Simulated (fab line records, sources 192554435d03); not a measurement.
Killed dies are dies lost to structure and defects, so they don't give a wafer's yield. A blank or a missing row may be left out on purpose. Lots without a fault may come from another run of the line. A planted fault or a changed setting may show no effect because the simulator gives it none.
fab line records | flow n5_finfet
record lots=24 wafers=72 last_day=18
route steps=1938 shown BEOL_M8@1334 BEOL_M9@1414
lots that met no fault: from a run of the same line without faults
start_h: hours from the record's first day to the start of the lot's first wafer shown | wait_h: hours since the lot's step before | " the same as in the row above | L1.1+2: a row that stands for several wafers | - no value, or no start given | * or withheld: withheld | < > ~ a bound
route shown NAME@n: a module of which the file shows steps, and the number in the route of the first | usual: mean/standard deviation of fault-free wafers | same: alike in all rows | chamber/n: place in a boat | sites: the reading at each site | _std_site: their standard deviation | _edge_site: outer sites' mean less inner sites' | radius_mm: how far each site lies from the wafer's centre | mask NAME#n: copy n | behind: the tool/chamber that last shaped the wafer | hold: why the lot was held/for how many hours/how that ended | device: the transistor (n, p or np) that didn't switch | end of line: the same wafers' tests at the end of the route | a step without rows: its recipe alone | killed: dies lost to structure and defects at the first sort, not the wafer's yield | map: a wafer's dies, x killed, . not, _ none there
set.NAME: the setting as run; set.NAME@STEP: as run at that earlier step | model.NAME: the simulator's own value behind a step, which no gauge read
steps of the route over a sample of lots; a table a step, a row a wafer
services: from which hour (start_h, from the record's first day; less than 0 if before it) a tool's chamber was out of use, for how many hours, and why
## steps
# step N5_BEOL_M8_THK_MEAS_01
# recipe reads=SiCOH_lowk_of_BEOL_M8_ILD_DEP_00
# usual M8_ILD_THK=155.0/2.2
# columns lot.wafer tool chamber start_h wait_h M8_ILD_THK[nm]
L074.1 film_metro-02 - 214.11 0.4 153.0
L074.4 " - " " 155.8
L074.5 " - " " 156.7
L075.3 film_metro-02 - 216.84 0.5 152.5
L075.4 " - " " 157.7
L075.6 " - " " 156.9
L078.1 film_metro-02 - 233.93 0.8 152.2
L078.2 " - " " 156.5
L078.6 " - " " 158.6
L076.2 film_metro-02 - 235.54 0.4 154.8
L076.3 " - " " 154.4
L076.5 " - " " 156.4
L079.1 film_metro-01 - 242.03 0.4 155.4
L079.2 " - " " 154.1
L079.5 " - " " 158.8
L081.2 film_metro-02 - 246.07 0.4 152.1
L081.5 " - " " 154.3
L081.6 " - " " 153.4
L077.2 film_metro-01 - 246.20 0.4 156.2
L077.3 " - " " 153.7
L077.5 " - " " 155.2
L080.2 film_metro-01 - 246.39 0.7 153.0
L080.3 " - " " 152.6
L080.5 " - " " 156.7
L082.1 film_metro-02 - 263.73 0.4 152.4
L082.2 " - " " 153.7
L082.3 " - " " 150.4
L083.4 film_metro-02 - 264.21 0.2 157.0
L083.5 " - " " 157.7
L083.6 " - " " 150.8
L085.4 film_metro-02 - 266.53 0.4 157.6
L085.5 " - " " 154.6
L085.6 " - " " 157.4
L084.2 film_metro-01 - 268.47 0.4 150.7
L084.3 " - " " 154.4
L084.4 " - " " 155.2
L087.2 film_metro-02 - 286.80 1.3 155.3
L087.3 " - " " 154.5
L087.6 " - " " 157.7
L086.2 film_metro-01 - 290.28 0.7 152.0
L086.4 " - " " 154.1
L086.5 " - " " 151.6
L088.1 film_metro-01 - 297.29 0.8 155.3
L088.3 " - " " 157.4
L088.4 " - " " 157.9
L090.3 film_metro-02 - 303.37 0.3 158.8
L090.4 " - " " 155.5
L090.6 " - " " 155.9
L089.3 film_metro-01 - 312.52 0.3 154.0
L089.4 " - " " 157.1
L089.5 " - " " 157.2
L092.1 film_metro-02 - 312.53 0.4 153.3
L092.4 " - " " 158.2
L092.6 " - " " 156.2
L091.2 film_metro-01 - 313.00 0.4 149.6
L091.4 " - " " 151.8
L091.5 " - " " 155.3
L093.1 film_metro-02 - 313.72 0.4 152.7
L093.2 " - " " 151.9
L093.6 " - " " 154.2
L094.2 film_metro-01 - 314.72 0.4 154.0
L094.3 " - " " 151.6
L094.6 " - " " 152.9
L096.1 film_metro-01 - 337.94 0.4 155.3
L096.2 " - " " 155.0
L096.5 " - " " 156.5
L095.1 film_metro-01 - 338.43 0.8 152.7
L095.3 " - " " 154.2
L095.5 " - " " 153.7
L097.1 film_metro-02 - 346.43 0.4 153.0
L097.2 " - " " 149.8
L097.4 " - " " 154.2
# step N5_BEOL_M8_OVL_MEAS_12
# recipe points_per_wafer=44
# usual M8_OVL=-0.3/0.73
# columns lot.wafer tool chamber start_h wait_h M8_OVL[nm]
L074.1 overlay-02 0 214.61 0.0 0.0
L074.4 " 0 " " 0.1
L074.5 " 0 " " -0.3
L075.3 overlay-01 0 218.31 0.0 0.0
L075.4 " 0 " " 0.6
L075.6 " 0 " " -0.2
L078.1 overlay-01 0 234.99 0.0 -0.2
L078.2 " 0 " " 1.3
L078.6 " 0 " " -0.2
L076.2 overlay-02 0 237.59 0.0 -0.9
L076.3 " 0 " " -1.1
L076.5 " 0 " " -0.8
L079.1 overlay-01 0 243.92 0.0 0.7
L079.2 " 0 " " 0.1
L079.5 " 0 " " 1.2
L081.2 overlay-01 0 247.84 0.0 -1.0
L081.5 " 0 " " -0.5
L081.6 " 0 " " 0.0
L077.2 overlay-02 0 247.95 0.0 0.6
L077.3 " 0 " " 0.1
L077.5 " 0 " " 1.2
L080.2 overlay-01 0 248.04 0.0 -1.2
L080.3 " 0 " " -0.1
L080.5 " 0 " " -1.3
L082.1 overlay-01 0 265.18 0.0 -1.7
L082.2 " 0 " " -1.2
L082.3 " 0 " " -1.3
L083.4 overlay-01 0 265.37 0.0 -0.2
L083.5 " 0 " " 0.2
L083.6 " 0 " " -1.0
L085.4 overlay-01 0 267.79 0.0 -0.5
L085.5 " 0 " " -1.1
L085.6 " 0 " " -0.8
L084.2 overlay-02 0 270.47 0.0 -0.4
L084.3 " 0 " " -0.9
L084.4 " 0 " " -2.5
L087.2 overlay-01 0 287.74 0.0 0.1
L087.3 " 0 " " 0.2
L087.6 " 0 " " -0.2
L086.2 overlay-01 0 291.67 0.0 0.3
L086.4 " 0 " " -0.1
L086.5 " 0 " " 1.3
L088.1 overlay-01 0 298.99 0.0 -0.5
L088.3 " 0 " " -0.4
L088.4 " 0 " " -0.9
L090.3 overlay-02 0 305.77 0.0 0.0
L090.4 " 0 " " 0.1
L090.6 " 0 " " -0.6
L092.1 overlay-02 0 313.83 0.0 -0.2
L092.4 " 0 " " -1.6
L092.6 " 0 " " -1.3
L089.3 overlay-01 0 314.06 0.0 -0.1
L089.4 " 0 " " -0.4
L089.5 " 0 " " -1.0
L091.2 overlay-02 0 314.75 0.0 -1.5
L091.4 " 0 " " -1.2
L091.5 " 0 " " -1.5
L093.1 overlay-02 0 314.91 0.0 0.1
L093.2 " 0 " " 0.9
L093.6 " 0 " " 1.1
L094.2 overlay-01 0 315.41 0.0 -0.3
L094.3 " 0 " " 0.0
L094.6 " 0 " " -0.5
L096.1 overlay-01 0 338.76 0.0 -0.5
L096.2 " 0 " " 0.4
L096.5 " 0 " " 0.2
L095.1 overlay-01 0 338.98 0.0 -0.4
L095.3 " 0 " " -1.0
L095.5 " 0 " " 0.1
L097.1 overlay-02 0 348.10 0.0 -0.9
L097.2 " 0 " " -1.1
L097.4 " 0 " " -0.4
# step N5_BEOL_M8_ETCH_72
# recipe chemistry=N2/H2 target=underlayer target_depth_a=65 mask_material=CAR-EUV time_s=5.2 ion_energy_ev=200 pressure_mtorr=30 source_w=840 bias_w=150 n2_flow_sccm=200 h2_flow_sccm=200 ends=cleared
# usual drypump_motor_current_A=5.7/0.53 etch_rf_on_time_s=5.24/0.17 oes_product_au=0.70/0.056 rf_vpp_V=524.0/2.8 showerhead_plenum_p_Torr=2.55/0.084 throttle_valve_pct=17.73/0.26
# columns lot.wafer tool chamber start_h wait_h drypump_motor_current_A etch_rf_on_time_s oes_product_au rf_hours_counter_h rf_vpp_V showerhead_plenum_p_Torr throttle_valve_pct
L074.1 rie_diel-06 2 219.15 0.0 6.4 5.04 0.75 43 526.9 2.69 17.55
L074.4 " 3 " " 5.7 5.25 0.78 - 525.9 2.47 17.22
L074.5 " 2 " " 6.4 5.04 0.75 - 529.2 2.69 17.51
L075.3 rie_diel-05 3 219.31 0.0 5.7 5.39 0.76 22 521.3 2.49 18.00
L075.4 " 2 " " 6.5 5.54 0.72 - 530.0 2.70 17.73
L075.6 " 3 " " 5.7 5.31 0.76 - 522.4 2.50 18.02
L078.1 rie_diel-05 2 236.49 0.0 6.5 5.60 0.71 49 528.0 2.69 17.74
L078.2 " 0 " " 5.5 5.39 0.65 128 518.9 2.46 17.91
L078.6 " 0 " " 5.4 5.43 0.65 - 522.3 2.46 17.88
L076.2 rie_diel-02 3 242.83 0.0 6.5 5.35 0.57 233 522.1 2.52 18.01
L076.3 " 0 " " 5.5 5.02 0.67 154 524.8 2.56 17.89
L076.5 " 1 " " 5.3 5.27 0.62 - 524.9 2.52 17.75
L079.1 rie_diel-06 0 246.16 0.0 4.8 5.19 0.70 79 521.3 2.49 17.98
L079.2 " 2 " " 6.5 5.09 0.74 55 526.6 2.69 17.55
L079.5 " 1 " " 5.6 5.26 0.79 - 527.1 2.57 17.46
L081.2 rie_diel-02 3 249.00 0.0 6.5 5.34 0.57 235 523.1 2.51 18.05
L081.5 " 3 " " 6.5 5.28 0.58 - 523.3 2.51 18.03
L081.6 " 0 " " 5.5 5.01 0.68 - 521.4 2.56 17.88
L077.2 rie_diel-05 0 251.51 0.0 5.5 5.32 0.65 133 520.0 2.46 17.91
L077.3 " 3 " " 5.7 5.37 0.75 35 522.1 2.49 18.03
L077.5 " 2 " " 6.5 5.48 0.70 - 528.5 2.69 17.76
L080.2 rie_diel-05 1 251.96 0.0 5.4 5.07 0.82 5 524.1 2.49 17.50
L080.3 " 3 " " 5.8 5.37 0.74 35 521.7 2.49 18.04
L080.5 " 3 " " 5.7 5.38 0.74 - 524.1 2.49 18.05
L082.1 rie_diel-06 0 266.29 0.0 4.8 5.09 0.72 82 521.2 2.49 18.00
L082.2 " 2 " " 6.4 5.00 0.74 63 525.9 2.68 17.58
L082.3 " 1 " " 5.6 5.13 0.78 16 523.6 2.57 17.47
L083.4 rie_diel-06 3 266.69 0.0 5.7 5.28 0.75 31 522.6 2.46 17.25
L083.5 " 1 " " 5.6 5.21 0.77 - 525.8 2.57 17.45
L083.6 " 0 " " 4.9 5.16 0.69 - 520.9 2.49 18.00
L085.4 rie_diel-06 0 269.87 0.0 4.8 5.16 0.70 83 523.0 2.49 18.00
L085.5 " 1 " " 5.6 5.18 0.77 - 525.4 2.57 17.47
L085.6 " 0 " " 4.9 5.17 0.70 - 522.1 2.49 18.02
L084.2 rie_diel-06 2 272.25 0.0 6.4 5.02 0.71 66 528.6 2.68 17.57
L084.3 " 3 " " 5.7 5.23 0.75 33 523.2 2.46 17.24
L084.4 " 0 " " 4.8 5.12 0.71 84 522.8 2.49 18.01
L087.2 rie_diel-05 2 289.66 0.0 6.5 5.50 0.69 70 527.3 2.68 17.76
L087.3 " 0 " " 5.4 5.39 0.64 147 523.3 2.46 17.95
L087.6 " 1 " " 5.4 5.06 0.80 - 523.3 2.48 17.55
L086.2 rie_diel-05 2 293.49 0.0 6.5 5.52 0.68 70 528.5 2.68 17.79
L086.4 " 3 " " 5.6 5.39 0.72 - 523.5 2.48 18.07
L086.5 " 1 " " 5.4 5.01 0.79 - 521.5 2.48 17.54
L088.1 rie_diel-05 0 299.98 0.0 5.5 5.44 0.63 149 521.4 2.46 17.94
L088.3 " 1 " " 5.4 5.06 0.79 24 523.0 2.48 17.55
L088.4 " 3 " " 5.7 5.41 0.71 53 520.8 2.48 18.08
L090.3 rie_diel-06 3 308.09 0.0 5.7 5.28 0.74 44 521.0 2.45 17.27
L090.4 " 2 " " 6.4 5.04 0.72 78 528.8 2.68 17.59
L090.6 " 3 " " 5.7 5.23 0.73 - 521.7 2.45 17.24
L092.1 rie_diel-02 2 318.35 0.0 4.7 5.40 0.63 175 524.4 2.62 17.40
L092.4 " 0 " " 5.5 5.01 0.63 - 522.6 2.55 17.90
L092.6 " 1 " " 5.3 5.22 0.60 - 523.7 2.51 17.83
L093.1 rie_diel-06 3 318.79 0.0 5.7 5.32 0.72 49 522.4 2.45 17.26
L093.2 " 2 " " 6.4 5.04 0.71 82 527.3 2.67 17.60
L093.6 " 3 " " 5.7 5.37 0.72 - 522.7 2.45 17.27
L091.2 rie_diel-05 1 318.81 0.0 5.4 5.10 0.77 31 523.5 2.48 17.52
L091.4 " 3 " " 5.7 5.37 0.71 60 521.0 2.48 18.09
L091.5 " 3 " " 5.7 5.35 0.71 - 521.3 2.48 18.09
L089.3 rie_diel-02 2 318.82 0.0 4.7 5.26 0.63 175 526.3 2.62 17.43
L089.4 " 0 " " 5.5 4.90 0.65 - 523.6 2.55 17.92
L089.5 " 2 " " 4.7 5.22 0.63 - 525.2 2.62 17.43
L094.2 rie_diel-02 1 319.30 0.0 5.3 5.27 0.60 225 521.8 2.51 17.84
L094.3 " 2 " " 4.7 5.32 0.63 175 524.0 2.62 17.42
L094.6 " 1 " " 5.3 5.20 0.61 - 521.4 2.51 17.83
L096.1 rie_diel-05 1 343.82 0.0 5.4 5.06 0.77 39 523.2 2.47 17.55
L096.2 " 3 " " 5.7 5.32 0.72 69 521.2 2.48 18.11
L096.5 " 3 " " 5.7 5.29 0.72 - 520.3 2.48 18.12
L095.1 rie_diel-06 2 343.87 0.0 6.4 5.14 0.69 91 529.1 2.67 17.61
L095.3 " 0 " " 4.9 5.22 0.68 108 520.1 2.48 18.04
L095.5 " 1 " " 5.5 5.27 0.73 - 523.3 2.56 17.50
L097.1 rie_diel-05 0 349.49 0.0 5.5 5.30 0.64 162 521.2 2.45 17.96
L097.2 " 1 " " 5.4 5.13 0.75 43 520.5 2.47 17.59
L097.4 " 3 " " 5.7 5.27 0.71 72 520.0 2.47 18.09
# step N5_BEOL_M8_STRIP_36
# recipe chemistry=N2/H2 power_w=450 temp_c=40 pressure_mtorr=20 rf_frequency_hz=6e+07 overash_fraction=0.3 bias_power_w=7 h2_frac=0.5 n2_flow_sccm=200 h2_flow_sccm=200
# usual drypump_motor_current_A=5.7/0.53 oes_product_au=0.83/0.07 rf_vpp_V=59.1/1.6 showerhead_plenum_p_Torr=2.54/0.085 throttle_valve_pct=23.5/0.45
# columns lot.wafer tool chamber start_h wait_h drypump_motor_current_A oes_product_au rf_hours_counter_h rf_vpp_V showerhead_plenum_p_Torr throttle_valve_pct
L074.1 rie_diel-06 2 219.35 0.0 6.4 0.89 43 58.9 2.69 23.2
L074.4 " 3 " " 5.7 0.95 - 57.3 2.46 22.8
L074.5 " 2 " " 6.4 0.89 - 61.2 2.69 23.2
L075.3 rie_diel-05 3 219.51 0.0 5.7 0.90 22 56.0 2.49 24.1
L075.4 " 2 " " 6.5 0.88 - 57.7 2.69 23.7
L075.6 " 3 " " 5.7 0.89 - 59.9 2.49 24.1
L078.1 rie_diel-05 2 236.69 0.0 6.5 0.86 49 59.8 2.69 23.7
L078.2 " 0 " " 5.4 0.78 128 60.4 2.46 23.8
L078.6 " 0 " " 5.5 0.77 - 60.3 2.46 23.8
L076.2 rie_diel-02 3 243.02 0.0 6.5 0.68 233 60.7 2.51 23.6
L076.3 " 0 " " 5.5 0.75 154 59.6 2.56 23.6
L076.5 " 1 " " 5.3 0.72 - 57.7 2.52 23.4
L079.1 rie_diel-06 0 246.36 0.0 4.8 0.83 79 56.8 2.49 24.1
L079.2 " 2 " " 6.4 0.87 55 60.3 2.68 23.2
L079.5 " 1 " " 5.5 0.93 - 61.7 2.57 22.9
L081.2 rie_diel-02 3 249.20 0.0 6.4 0.69 235 56.4 2.51 23.6
L081.5 " 3 " " 6.5 0.69 - 58.3 2.51 23.6
L081.6 " 0 " " 5.5 0.75 - 56.2 2.56 23.6
L077.2 rie_diel-05 0 251.70 0.0 5.4 0.76 133 59.3 2.46 23.8
L077.3 " 3 " " 5.7 0.86 35 57.5 2.49 24.2
L077.5 " 2 " " 6.4 0.84 - 57.5 2.68 23.7
L080.2 rie_diel-05 1 252.16 0.0 5.4 0.99 5 59.9 2.48 23.4
L080.3 " 3 " " 5.7 0.87 36 60.0 2.49 24.1
L080.5 " 3 " " 5.8 0.88 - 59.3 2.48 24.1
L082.1 rie_diel-06 0 266.49 0.0 4.9 0.83 82 58.6 2.49 24.1
L082.2 " 2 " " 6.4 0.87 63 59.0 2.68 23.2
L082.3 " 1 " " 5.6 0.91 16 59.2 2.57 22.9
L083.4 rie_diel-06 3 266.89 0.0 5.7 0.90 31 57.6 2.45 22.8
L083.5 " 1 " " 5.5 0.91 - 59.6 2.57 23.0
L083.6 " 0 " " 4.9 0.83 - 59.1 2.49 24.1
L085.4 rie_diel-06 0 270.07 0.0 4.8 0.83 83 57.5 2.49 24.1
L085.5 " 1 " " 5.5 0.91 - 60.8 2.56 22.9
L085.6 " 0 " " 4.8 0.83 - 58.2 2.49 24.1
L084.2 rie_diel-06 2 272.45 0.0 6.4 0.86 66 59.4 2.68 23.2
L084.3 " 3 " " 5.7 0.91 33 60.4 2.45 22.8
L084.4 " 0 " " 4.8 0.83 84 59.9 2.48 24.1
L087.2 rie_diel-05 2 289.86 0.0 6.5 0.85 70 61.1 2.68 23.7
L087.3 " 0 " " 5.5 0.76 147 58.5 2.45 23.8
L087.6 " 1 " " 5.4 0.93 - 60.4 2.48 23.4
L086.2 rie_diel-05 2 293.69 0.0 6.5 0.83 71 59.0 2.68 23.7
L086.4 " 3 " " 5.7 0.85 - 59.9 2.48 24.2
L086.5 " 1 " " 5.5 0.93 - 59.0 2.48 23.4
L088.1 rie_diel-05 0 300.17 0.0 5.5 0.77 149 60.9 2.45 23.8
L088.3 " 1 " " 5.4 0.94 24 58.8 2.48 23.4
L088.4 " 3 " " 5.7 0.85 53 59.7 2.48 24.2
L090.3 rie_diel-06 3 308.29 0.0 5.7 0.87 44 58.1 2.45 22.8
L090.4 " 2 " " 6.4 0.84 78 59.2 2.67 23.3
L090.6 " 3 " " 5.7 0.88 - 59.0 2.45 22.8
L092.1 rie_diel-02 2 318.55 0.0 4.7 0.73 175 57.9 2.61 22.9
L092.4 " 0 " " 5.5 0.73 - 61.4 2.54 23.7
L092.6 " 1 " " 5.3 0.69 - 58.7 2.51 23.5
L093.1 rie_diel-06 3 318.99 0.0 5.7 0.87 49 58.1 2.45 22.8
L093.2 " 2 " " 6.4 0.84 83 60.4 2.67 23.3
L093.6 " 3 " " 5.7 0.88 - 61.0 2.45 22.8
L091.2 rie_diel-05 1 319.01 0.0 5.4 0.90 31 58.2 2.47 23.5
L091.4 " 3 " " 5.7 0.83 60 60.5 2.47 24.1
L091.5 " 3 " " 5.7 0.84 - 59.1 2.47 24.2
L089.3 rie_diel-02 2 319.01 0.0 4.7 0.75 175 55.9 2.61 22.9
L089.4 " 0 " " 5.5 0.74 - 57.6 2.54 23.7
L089.5 " 2 " " 4.7 0.73 - 58.4 2.61 22.9
L094.2 rie_diel-02 1 319.50 0.0 5.3 0.70 225 56.4 2.51 23.5
L094.3 " 2 " " 4.7 0.75 175 61.2 2.61 22.9
L094.6 " 1 " " 5.3 0.71 - 59.2 2.51 23.5
L096.1 rie_diel-05 1 344.02 0.0 5.5 0.89 40 61.4 2.47 23.5
L096.2 " 3 " " 5.7 0.83 69 59.1 2.47 24.2
L096.5 " 3 " " 5.7 0.83 - 59.0 2.47 24.2
L095.1 rie_diel-06 2 344.06 0.0 6.4 0.84 91 59.1 2.67 23.3
L095.3 " 0 " " 4.9 0.81 108 55.6 2.47 24.1
L095.5 " 1 " " 5.6 0.86 - 57.4 2.55 23.0
L097.1 rie_diel-05 0 349.69 0.0 5.5 0.75 162 58.2 2.45 23.9
L097.2 " 1 " " 5.4 0.87 43 54.4 2.47 23.5
L097.4 " 3 " " 5.8 0.83 72 59.9 2.47 24.2
# step N5_BEOL_M8_ALD_77
# recipe material=TaN target_thk_a=20 temp_c=275 ald_precursor_family=PDMAT ald_co_reactant=NH3 pressure_torr=3 carrier_flow_sccm=1500 pulse_time_s=2 purge_time_s=3 co_reactant_purge_time_s=2 co_reactant_pulse_time_s=3 ald_cycles=40 precursor_vessel_temp_c=75 precursor_vessel_pressure_torr=26.25 precursor_vessel_carrier_sccm=1000
# usual heater_power_w=421/43 mfc_carrier_sccm=1500/3.9 precursor_vessel_carrier_sccm=999.5/2.6
# columns lot.wafer tool chamber start_h wait_h heater_power_w mfc_carrier_sccm precursor_vessel_carrier_sccm
L075.3 ald_metal-01 3 221.06 0.1 407 1502 1000.0
L075.4 " 1 " " 481 1503 998.9
L075.6 " 0 " " 404 1497 1001.2
L074.1 ald_metal-03 2 221.20 0.1 399 1498 1000.0
L074.4 " 3 " " 365 1502 999.1
L074.5 " 3 " " 366 1503 998.4
L078.1 ald_metal-01 0 237.97 0.1 416 1504 992.7
L078.2 " 1 " " 482 1507 997.4
L078.6 " 0 " " 415 1500 995.1
L076.2 ald_metal-01 2 244.20 0.1 406 1498 997.2
L076.3 " 3 " " 406 1498 998.5
L076.5 " 2 " " 420 1501 1001.4
L079.1 ald_metal-03 1 247.84 0.0 351 1503 998.9
L079.2 " 2 " " 388 1503 999.7
L079.5 " 0 " " 431 1492 998.8
L081.2 ald_metal-04 0 252.18 0.0 391 1501 1001.4
L081.5 " 2 " " 406 1498 998.6
L081.6 " 1 " " 442 1498 994.4
L077.2 ald_metal-01 3 252.60 0.0 405 1501 1003.7
L077.3 " 1 " " 479 1496 996.0
L077.5 " 2 " " 411 1495 999.6
L080.2 ald_metal-01 1 253.03 0.0 475 1503 999.3
L080.3 " 0 " " 416 1493 1001.4
L080.5 " 2 " " 413 1505 1002.9
L082.1 ald_metal-03 0 267.70 0.0 426 1501 996.0
L082.2 " 2 " " 393 1498 1001.7
L082.3 " 3 " " 365 1493 996.4
L083.4 ald_metal-04 2 268.20 0.4 411 1500 999.4
L083.5 " 0 " " 394 1497 998.8
L083.6 " 1 " " 439 1501 1001.0
L085.4 ald_metal-04 1 272.68 0.4 437 1501 999.6
L085.5 " 0 " " 391 1502 1000.4
L085.6 " 2 " " 423 1504 1003.6
L084.2 ald_metal-04 2 273.66 0.1 419 1493 997.6
L084.3 " 1 " " 434 1498 998.7
L084.4 " 0 " " 387 1512 994.8
L087.2 ald_metal-04 1 291.23 0.1 442 1496 997.7
L087.3 " 3 " " 535 1495 999.5
L087.6 " 1 " " 426 1495 996.8
L086.2 ald_metal-03 0 294.84 0.0 434 1501 1001.9
L086.4 " 1 " " 357 1505 1001.7
L086.5 " 3 " " 353 1496 994.7
L088.1 ald_metal-01 2 301.14 0.0 413 1497 999.3
L088.3 " 1 " " 482 1501 1000.3
L088.4 " 0 " " 410 1503 1002.9
L090.3 ald_metal-01 1 309.62 0.1 486 1502 1001.2
L090.4 " 2 " " 424 1503 999.8
L090.6 " 0 " " 407 1498 999.7
L092.1 ald_metal-04 2 319.68 0.0 420 1503 1001.3
L092.4 " 1 " " 436 1502 1000.4
L092.6 " 3 " " 529 1504 1002.6
L093.1 ald_metal-03 3 320.16 0.0 362 1496 1005.0
L093.2 " 2 " " 390 1504 1004.4
L093.6 " 1 " " 354 1502 1003.7
L089.3 ald_metal-04 0 320.19 0.0 398 1495 996.6
L089.4 " 1 " " 447 1493 994.9
L089.5 " 3 " " 530 1498 1002.0
L091.2 ald_metal-01 2 320.30 0.0 418 1503 999.4
L091.4 " 1 " " 476 1493 999.2
L091.5 " 1 " " 479 1496 1000.3
L094.2 ald_metal-04 0 320.54 0.3 389 1502 1001.4
L094.3 " 1 " " 443 1495 1000.8
L094.6 " 1 " " 430 1500 997.7
L096.1 ald_metal-01 0 344.91 0.1 410 1502 999.5
L096.2 " 2 " " 414 1499 998.8
L096.5 " 1 " " 485 1495 998.3
L095.1 ald_metal-01 0 345.21 0.0 426 1499 998.4
L095.3 " 1 " " 476 1501 995.2
L095.5 " 2 " " 406 1501 998.5
L097.1 ald_metal-03 1 351.12 0.0 345 1504 1000.4
L097.2 " 2 " " 390 1502 996.5
L097.4 " 0 " " 429 1504 1000.1
# step N5_BEOL_M9_CD_MEAS_11
# recipe target_cd_nm=64.1 landing_energy_ev=500 detector=se_inlens polarity=opening
# usual cd_nm=64.0/0.63
# columns lot.wafer tool chamber start_h wait_h cd_nm
L075.3 cd_sem-02 0 226.30 - 64.2
L075.4 " 0 " " 63.9
L075.6 " 0 " " 64.2
L074.1 cd_sem-03 0 226.33 - 63.5
L074.4 " 0 " " 63.9
L074.5 " 0 " " 63.0
L078.1 cd_sem-01 0 243.17 - 64.2
L078.2 " 0 " " 64.1
L078.6 " 0 " " 63.9
L076.2 cd_sem-03 0 249.66 - 64.3
L076.3 " 0 " " 63.1
L076.5 " 0 " " 63.5
L079.1 cd_sem-03 0 252.60 - 63.8
L079.2 " 0 " " 62.7
L079.5 " 0 " " 64.5
L081.2 cd_sem-03 0 255.97 - 64.4
L081.5 " 0 " " 63.7
L081.6 " 0 " " 63.1
L077.2 cd_sem-03 0 256.13 - 65.0
L077.3 " 0 " " 64.6
L077.5 " 0 " " 63.8
L080.2 cd_sem-02 0 256.34 - 65.0
L080.3 " 0 " " 63.6
L080.5 " 0 " " 63.4
L082.1 cd_sem-03 0 273.07 - 63.2
L082.2 " 0 " " 63.5
L082.3 " 0 " " 63.7
L083.4 cd_sem-03 0 273.40 - 63.7
L083.5 " 0 " " 63.1
L083.6 " 0 " " 65.2
L085.4 cd_sem-02 0 277.00 - 64.2
L085.5 " 0 " " 64.5
L085.6 " 0 " " 64.3
L084.2 cd_sem-03 0 280.27 - 64.1
L084.3 " 0 " " 64.4
L084.4 " 0 " " 64.0
L087.2 cd_sem-01 0 295.19 - 64.1
L087.3 " 0 " " 63.0
L087.6 " 0 " " 64.6
L086.2 cd_sem-03 0 299.02 - 65.0
L086.4 " 0 " " 63.8
L086.5 " 0 " " 63.0
L088.1 cd_sem-01 0 306.01 - 63.9
L088.3 " 0 " " 65.2
L088.4 " 0 " " 64.1
L090.3 cd_sem-03 0 314.44 - 63.5
L090.4 " 0 " " 65.0
L090.6 " 0 " " 64.5
L093.1 cd_sem-03 0 324.19 - 64.2
L093.2 " 0 " " 62.8
L093.6 " 0 " " 63.9
L089.3 cd_sem-02 0 326.41 - 64.7
L089.4 " 0 " " 63.7
L089.5 " 0 " " 63.7
L092.1 cd_sem-02 0 326.83 - 64.3
L092.4 " 0 " " 64.2
L092.6 " 0 " " 63.9
L091.2 cd_sem-02 0 327.00 - 64.4
L091.4 " 0 " " 64.1
L091.5 " 0 " " 64.4
L094.2 cd_sem-01 0 327.16 - 63.1
L094.3 " 0 " " 64.3
L094.6 " 0 " " 63.8
L096.1 cd_sem-01 0 349.14 - 64.7
L096.2 " 0 " " 63.1
L096.5 " 0 " " 64.8
L095.1 cd_sem-01 0 349.42 - 63.8
L095.3 " 0 " " 63.8
L095.5 " 0 " " 65.0
L097.1 cd_sem-01 0 357.79 - 64.8
L097.2 " 0 " " 64.3
L097.4 " 0 " " 64.2
## services
# columns tool chamber start_h hours kind
rie_diel-05 - 198.73 14.6 pm
rie_diel-06 1 206.72 - clean
rie_diel-06 1 206.72 - consumable_replace:focus_ring
rie_diel-06 1 206.72 22.6 scheduled_down
rie_diel-06 1 206.72 22.6 vent_cycle
rie_diel-05 1 216.85 - clean
rie_diel-05 1 216.85 - consumable_replace:focus_ring
rie_diel-05 0 231.06 1.6 repair
rie_diel-06 - 236.71 0.9 repair
rie_diel-06 0 252.51 12.0 repair
rie_diel-02 3 262.99 5.7 repair
ald_metal-04 3 266.68 12.9 repair
rie_diel-02 - 271.93 0.3 repair
ald_metal-04 2 283.63 8.0 repair
ald_metal-03 - 287.01 2.8 pm
rie_diel-05 0 291.72 5.4 repair
rie_diel-02 3 294.43 - clean
rie_diel-02 3 294.43 - consumable_replace:esc
rie_diel-02 3 294.43 - consumable_replace:focus_ring
rie_diel-02 3 294.43 26.6 scheduled_down
rie_diel-06 0 295.00 3.9 repair
rie_diel-06 2 319.55 5.6 repair
rie_diel-05 0 340.89 8.1 repair
ald_metal-03 - 347.85 0.7 repair
## key
fault none
